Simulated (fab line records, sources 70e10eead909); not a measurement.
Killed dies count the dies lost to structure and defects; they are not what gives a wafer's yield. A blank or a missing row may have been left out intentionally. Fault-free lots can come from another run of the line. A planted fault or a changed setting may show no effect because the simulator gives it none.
Which tool is to blame?	flow nand_harc	Sampling: 23 lots, 69 wafers, 6 of 1302 route steps

## WHAT THE GAUGES READ, wafer by wafer
No reading from a measuring or inspecting step in the record can be judged against a usual standard deviation.

## TOOL THAT RAN EACH LOT (tool first, then ch and the chambers of the sampled wafers, then the start)
lot	NHARC_A_CONTACT_DESCUM_74	NHARC_A_CONTACT_ETCH_75	NHARC_A_CONTACT_ETCH_125	NHARC_A_CONTACT_ETCH_126	NHARC_A_CONTACT_ETCH_88	NHARC_A_CONTACT_ETCH_89
L074	rie_diel-04 ch 0,2,3, day 22 01:59	rie_diel-04 ch 0,1,3, day 22 02:05	har_cap_etch-02 ch 0,1, day 22 03:45	har_cap_etch-02 ch 0,1, day 22 03:56	rie_diel-04 ch 0,1,3, day 22 10:55	rie_diel-04 ch 0,2,3, no start
L075	rie_diel-04 ch 0,2, day 22 09:02	rie_diel-04 ch 0,1,2, day 22 09:08	har_cap_etch-03 ch 0,1, day 22 10:47	har_cap_etch-03 ch 0,1, day 22 10:57	rie_diel-01 ch 0,1,2, day 22 16:58	rie_diel-01 ch 0,2,3, no start
L076	rie_diel-04 ch 0,2,3, day 22 10:46	rie_diel-04 ch 0,1,3, day 22 10:52	har_cap_etch-01 ch 0,1, day 22 12:36	har_cap_etch-01 ch 0,1, day 22 12:46	rie_diel-04 ch 0,1,3, day 22 18:41	rie_diel-04 ch 0,1,2, no start
L077	rie_diel-04 ch 0,1, day 22 21:34	rie_diel-04 ch 0,1, day 22 21:40	har_cap_etch-03 ch 0,1, day 22 23:37	har_cap_etch-03 ch 0,1, day 22 23:47	rie_diel-01 ch 1,2,3, day 23 07:31	rie_diel-01 ch 0,1,3, no start
L078	rie_diel-06 ch 1,2,3, day 23 09:28	rie_diel-06 ch 1,2, day 23 09:33	har_cap_etch-02 ch 0,1, day 23 11:14	har_cap_etch-02 ch 0,1, day 23 11:25	rie_diel-06 ch 0,2, day 23 17:11	rie_diel-06 ch 0,1,2, no start
L079	rie_diel-04 ch 0,2,3, day 23 15:29	rie_diel-04 ch 0,1,3, day 23 15:35	har_cap_etch-01 ch 0,1, day 23 17:24	har_cap_etch-01 ch 0,1, day 23 17:43	rie_diel-01 ch 0,1,3, day 24 00:50	rie_diel-01 ch 0,2,3, no start
L080	rie_diel-04 ch 1,2,3, day 24 06:19	rie_diel-04 ch 0,2, day 24 06:24	har_cap_etch-01 ch 0,1, day 24 08:04	har_cap_etch-01 ch 0,1, day 24 08:15	rie_diel-06 ch 0,1,3, day 24 17:34	rie_diel-06 ch 0,1,3, no start
L081	rie_diel-04 ch 1,2, day 25 02:14	rie_diel-04 ch 1,2,3, day 25 02:20	har_cap_etch-01 ch 0,1, day 25 04:17	har_cap_etch-01 ch 0,1, day 25 04:36	rie_diel-04 ch 0,2,3, day 25 11:00	rie_diel-04 ch 1,2, no start
L083	rie_diel-01 ch 2,3, day 25 14:04	rie_diel-01 ch 1,3, day 25 14:10	har_cap_etch-02 ch 0,1, day 25 16:02	har_cap_etch-02 ch 0,1, day 25 16:13	rie_diel-04 ch 1,2, day 25 23:44	rie_diel-04 ch 0,1, no start
L082	rie_diel-04 ch 2,3, day 25 15:11	rie_diel-04 ch 1,2,3, day 25 15:17	har_cap_etch-03 ch 0,1, day 25 17:04	har_cap_etch-03 ch 0,1, day 25 17:18	rie_diel-01 ch 0,1,2, day 26 00:01	rie_diel-01 ch 2,3, no start
L084	rie_diel-06 ch 0,3, day 26 08:55	rie_diel-06 ch 1,2,3, day 26 08:59	har_cap_etch-01 ch 0,1, day 26 10:38	har_cap_etch-01 ch 0,1, day 26 10:49	rie_diel-01 ch 0,1,3, day 27 01:04	rie_diel-01 ch 2,3, no start
L085	rie_diel-04 ch 0,1,2, day 26 10:14	rie_diel-04 ch 0,2, day 26 10:19	har_cap_etch-03 ch 1, day 26 11:58	har_cap_etch-03 ch 1, day 26 12:08	rie_diel-04 ch 0,1, day 27 02:57	rie_diel-04 ch 1,2, no start
L087	rie_diel-04 ch 0,3, day 27 04:13	rie_diel-04 ch 0,1,3, day 27 04:20	har_cap_etch-03 ch 0,1, day 27 06:13	har_cap_etch-03 ch 0,1, day 27 06:24	rie_diel-04 ch 0,1, day 27 15:29	rie_diel-04 ch 1,2, no start
L088	rie_diel-01 ch 0,2,3, day 27 08:54	rie_diel-01 ch 0,2,3, day 27 08:59	har_cap_etch-01 ch 0,1, day 27 10:40	har_cap_etch-01 ch 0,1, day 27 10:50	rie_diel-04 ch 0,2,3, day 27 17:26	rie_diel-04 ch 0,2,3, no start
L089	rie_diel-04 ch 0,2,3, day 27 12:04	rie_diel-04 ch 1,2,3, day 27 12:10	har_cap_etch-03 ch 0,1, day 27 13:49	har_cap_etch-03 ch 0,1, day 27 13:59	rie_diel-04 ch 0,2,3, day 27 20:05	rie_diel-04 ch 0,1,3, no start
L091	rie_diel-04 ch 0,1,3, day 28 12:47	rie_diel-04 ch 0,1,2, day 28 12:52	har_cap_etch-01 ch 0,1, day 28 14:32	har_cap_etch-01 ch 0,1, day 28 14:43	rie_diel-06 ch 0,1,2, day 28 20:33	rie_diel-06 ch 0,2,3, no start
L090	rie_diel-04 ch 0,2,3, day 28 14:08	rie_diel-04 ch 1,2,3, day 28 14:13	har_cap_etch-02 ch 0,1, day 28 16:14	har_cap_etch-02 ch 0,1, day 28 16:24	rie_diel-04 ch 0,2,3, day 28 22:21	rie_diel-04 ch 1,2,3, no start
L092	rie_diel-06 ch 1,2,3, day 29 07:31	rie_diel-06 ch 0,2,3, day 29 07:37	har_cap_etch-02 ch 1, day 29 09:18	har_cap_etch-02 ch 1, day 29 09:29	rie_diel-04 ch 0,1,2, day 29 17:02	rie_diel-04 ch 0,2,3, no start
L093	rie_diel-06 ch 0,2, day 29 14:10	rie_diel-06 ch 0,2,3, day 29 14:14	har_cap_etch-03 ch 0,1, day 29 15:53	har_cap_etch-03 ch 0,1, day 29 16:04	rie_diel-04 ch 0,1,3, day 29 22:01	rie_diel-04 ch 1,3, no start
L094	rie_diel-06 ch 0,2,3, day 29 17:32	rie_diel-06 ch 0,2,3, day 29 17:36	har_cap_etch-02 ch 0,1, day 29 19:17	har_cap_etch-02 ch 0,1, day 29 19:28	rie_diel-01 ch 1,2,3, day 30 01:50	rie_diel-01 ch 1,3, no start
L095	rie_diel-04 ch 0,2,3, day 30 10:31	rie_diel-04 ch 0,1,2, day 30 10:36	har_cap_etch-02 ch 0,1, day 30 12:17	har_cap_etch-02 ch 0,1, day 30 12:28	rie_diel-06 ch 1,2, day 30 19:29	rie_diel-06 ch 0,1,2, no start
L096	rie_diel-04 ch 0,1,3, day 30 11:59	rie_diel-04 ch 2,3, day 30 12:04	har_cap_etch-01 ch 0,1, day 30 13:44	har_cap_etch-01 ch 0,1, day 30 13:55	rie_diel-01 ch 1,2,3, day 30 20:22	rie_diel-01 ch 1,3, no start
L097	rie_diel-04 ch 2,3, day 32 05:02	rie_diel-04 ch 0,2,3, day 32 05:08	har_cap_etch-02 ch 0,1, day 32 06:46	har_cap_etch-02 ch 0,1, day 32 06:57	rie_diel-04 ch 1,2,3, day 32 14:34	rie_diel-04 ch 0,3, no start
- NHARC_A_CONTACT_DESCUM_74: chemistry O2, time 3 s.
- NHARC_A_CONTACT_ETCH_75: etches the open film in CF4, target depth 39 nm, time 65 s.
- NHARC_A_CONTACT_ETCH_125: etches the open film in C4F8/O2/Ar, time 197 s, target depth 1918 nm.
- NHARC_A_CONTACT_ETCH_126: etches the open film in C4F8/O2/Ar, time 197 s, target depth 1918 nm.
- NHARC_A_CONTACT_ETCH_88: etches the open film in CF4, target depth 39 nm, time 65 s.
- NHARC_A_CONTACT_ETCH_89: etches the open film in N2/H2, target depth 260 nm, time 475.3 s.

## WHAT THE TOOLS THEMSELVES READ (means of the sampled wafers that have a number; where no wafer has one, the mark that the record gives instead)
NHARC_A_CONTACT_DESCUM_74.
lot	tool	drypump_motor_current_A (A)	oes_product_au (a.u.)	rf_vpp_V (V)	showerhead_plenum_p_Torr (Torr)	throttle_valve_pct (%)
L074	rie_diel-04	6.2	1.012	56.4	1.87	11.301
L075	rie_diel-04	6.2	1.000	56.7	1.84	11.302
L076	rie_diel-04	6.2	1.004	57.3	1.87	11.318
L077	rie_diel-04	6.3	1.004	58.1	1.99	11.316
L078	rie_diel-06	5.6	0.996	58.5	2.04	11.307
L079	rie_diel-04	6.2	1.001	57.9	1.87	11.302
L080	rie_diel-04	6.5	0.998	57.7	1.94	11.298
L081	rie_diel-04	6.4	1.000	56.4	1.91	11.313
L083	rie_diel-01	6.1	0.993	57.1	1.83	11.304
L082	rie_diel-04	6.4	0.997	57.3	1.87	11.309
L084	rie_diel-06	5.9	1.000	57.9	2.01	11.313
L085	rie_diel-04	6.2	0.995	57.3	1.91	11.314
L087	rie_diel-04	6.0	0.987	57.5	1.87	11.315
L088	rie_diel-01	5.8	1.001	57.3	1.83	11.313
L089	rie_diel-04	6.2	0.998	58.0	1.86	11.320
L091	rie_diel-04	6.3	0.989	57.8	1.94	11.307
L090	rie_diel-04	6.2	0.991	58.1	1.86	11.307
L092	rie_diel-06	5.7	0.997	58.4	2.02	11.314
L093	rie_diel-06	5.6	1.012	58.5	2.02	11.313
L094	rie_diel-06	5.8	0.998	58.6	2.01	11.312
L095	rie_diel-04	6.2	0.997	57.6	1.86	11.312
L096	rie_diel-04	6.3	0.990	58.0	1.94	11.304
L097	rie_diel-04	6.4	1.007	57.6	1.89	11.311

NHARC_A_CONTACT_ETCH_75.
lot	tool	drypump_motor_current_A (A)	oes_product_au (a.u.)	rf_vpp_V (V)	showerhead_plenum_p_Torr (Torr)	throttle_valve_pct (%)
L074	rie_diel-04	6.3	1.004	151.1	1.80	13.281
L075	rie_diel-04	6.3	1.008	152.0	1.77	13.282
L076	rie_diel-04	6.3	1.002	151.1	1.80	13.282
L077	rie_diel-04	6.3	0.999	152.5	1.84	13.277
L078	rie_diel-06	5.5	0.992	153.4	1.88	13.289
L079	rie_diel-04	6.3	1.000	151.5	1.80	13.290
L080	rie_diel-04	6.0	0.995	151.1	1.71	13.285
L081	rie_diel-04	6.4	1.002	151.3	1.79	13.285
L083	rie_diel-01	6.0	0.984	150.3	1.70	13.289
L082	rie_diel-04	6.4	1.002	151.4	1.79	13.282
L084	rie_diel-06	5.6	1.000	151.9	1.87	13.288
L085	rie_diel-04	6.2	0.987	149.8	1.70	13.289
L087	rie_diel-04	6.3	0.990	150.7	1.79	13.281
L088	rie_diel-01	5.9	0.991	150.5	1.70	13.281
L089	rie_diel-04	6.5	1.002	150.5	1.79	13.288
L091	rie_diel-04	6.2	0.986	151.1	1.76	13.283
L090	rie_diel-04	6.4	0.997	150.9	1.79	13.290
L092	rie_diel-06	5.8	1.011	152.2	1.85	13.278
L093	rie_diel-06	5.8	1.010	152.7	1.85	13.284
L094	rie_diel-06	5.8	1.003	152.5	1.85	13.282
L095	rie_diel-04	6.2	0.993	151.0	1.76	13.287
L096	rie_diel-04	6.4	1.004	151.5	1.72	13.285
L097	rie_diel-04	6.2	1.007	149.5	1.72	13.275

NHARC_A_CONTACT_ETCH_88.
lot	tool	drypump_motor_current_A (A)	oes_product_au (a.u.)	rf_vpp_V (V)	showerhead_plenum_p_Torr (Torr)	throttle_valve_pct (%)
L074	rie_diel-04	6.3	1.013	152.7	1.80	13.284
L075	rie_diel-01	5.6	1.004	150.9	1.74	13.280
L076	rie_diel-04	6.3	0.996	151.3	1.80	13.286
L077	rie_diel-01	5.9	0.997	151.3	1.73	13.284
L078	rie_diel-06	5.6	0.994	152.4	1.86	13.296
L079	rie_diel-01	5.7	0.996	150.3	1.72	13.279
L080	rie_diel-06	6.0	1.000	151.3	1.85	13.288
L081	rie_diel-04	6.2	0.999	150.7	1.73	13.277
L083	rie_diel-04	6.5	0.993	151.7	1.83	13.289
L082	rie_diel-01	5.7	1.001	150.9	1.74	13.282
L084	rie_diel-01	5.7	0.995	150.3	1.71	13.284
L085	rie_diel-04	6.1	0.991	151.0	1.77	13.292
L087	rie_diel-04	6.3	0.992	151.3	1.83	13.280
L088	rie_diel-04	6.2	0.990	150.2	1.73	13.281
L089	rie_diel-04	6.2	1.004	151.1	1.72	13.290
L091	rie_diel-06	5.8	0.998	151.8	1.85	13.296
L090	rie_diel-04	6.2	0.994	150.2	1.72	13.280
L092	rie_diel-04	6.2	0.987	151.1	1.76	13.285
L093	rie_diel-04	6.3	0.980	151.6	1.79	13.282
L094	rie_diel-01	5.9	0.988	149.7	1.72	13.285
L095	rie_diel-06	5.5	0.997	152.5	1.86	13.287
L096	rie_diel-01	5.9	0.978	150.7	1.72	13.276
L097	rie_diel-04	6.4	0.998	150.7	1.79	13.274

NHARC_A_CONTACT_ETCH_89.
lot	tool	drypump_motor_current_A (A)	oes_product_au (a.u.)	rf_vpp_V (V)	showerhead_plenum_p_Torr (Torr)	throttle_valve_pct (%)
L074	rie_diel-04	6.2	1.013	429.2	1.99	14.168
L075	rie_diel-01	5.9	1.006	428.9	1.96	14.165
L076	rie_diel-04	6.3	1.005	430.9	2.04	14.174
L077	rie_diel-01	5.7	0.999	428.5	1.97	14.167
L078	rie_diel-06	5.8	0.997	434.1	2.15	14.173
L079	rie_diel-01	5.8	1.007	426.5	1.96	14.181
L080	rie_diel-06	5.9	1.005	432.8	2.14	14.171
L081	rie_diel-04	6.5	0.999	433.0	2.12	14.155
L083	rie_diel-04	6.3	0.994	432.8	2.12	14.179
L082	rie_diel-01	6.1	1.000	426.9	1.94	14.169
L084	rie_diel-01	6.1	0.994	428.2	1.94	14.174
L085	rie_diel-04	6.5	0.992	432.7	2.12	14.183
L087	rie_diel-04	6.5	0.998	429.9	2.03	14.168
L088	rie_diel-04	6.2	0.993	429.0	1.99	14.172
L089	rie_diel-04	6.3	0.992	430.8	2.07	14.172
L091	rie_diel-06	5.8	1.001	433.5	2.14	14.177
L090	rie_diel-04	6.4	0.995	430.9	2.07	14.169
L092	rie_diel-04	6.2	0.991	429.0	1.98	14.167
L093	rie_diel-04	6.5	0.983	432.7	2.15	14.171
L094	rie_diel-01	6.0	0.989	428.0	1.94	14.154
L095	rie_diel-06	5.8	0.999	433.4	2.14	14.169
L096	rie_diel-01	6.0	0.986	427.6	1.94	14.174
L097	rie_diel-04	6.0	0.995	428.8	1.98	14.175

## THE ANSWER, worked out from the rows above alone
Rule: the usual values come from the lots themselves. Put in order of their means at a reading, lots are off if they are a third of the lots or fewer, leave a main group of 4 or more, and stand apart from it by a gap of 3 or more times the standard deviation of the main group's means; of several such gaps the widest counts. A main group is skipped when, at the precision printed for the reading in the tables above, its means are all equal. A lot without any number at a reading at which 4 lots or more have one is off too. Any other lot the step has rows for is counted as sound. After the gauges, taken in route order, come the tools' own readings; for these a lot's mean is taken, as printed above. The first step at which some lot is off is used, and at that step the reading that is off furthest; a lot without a number counts as furthest.
No lot is off at any reading shown: from this, nothing can be told.

## WHAT THE SIMULATOR HAD INSERTED
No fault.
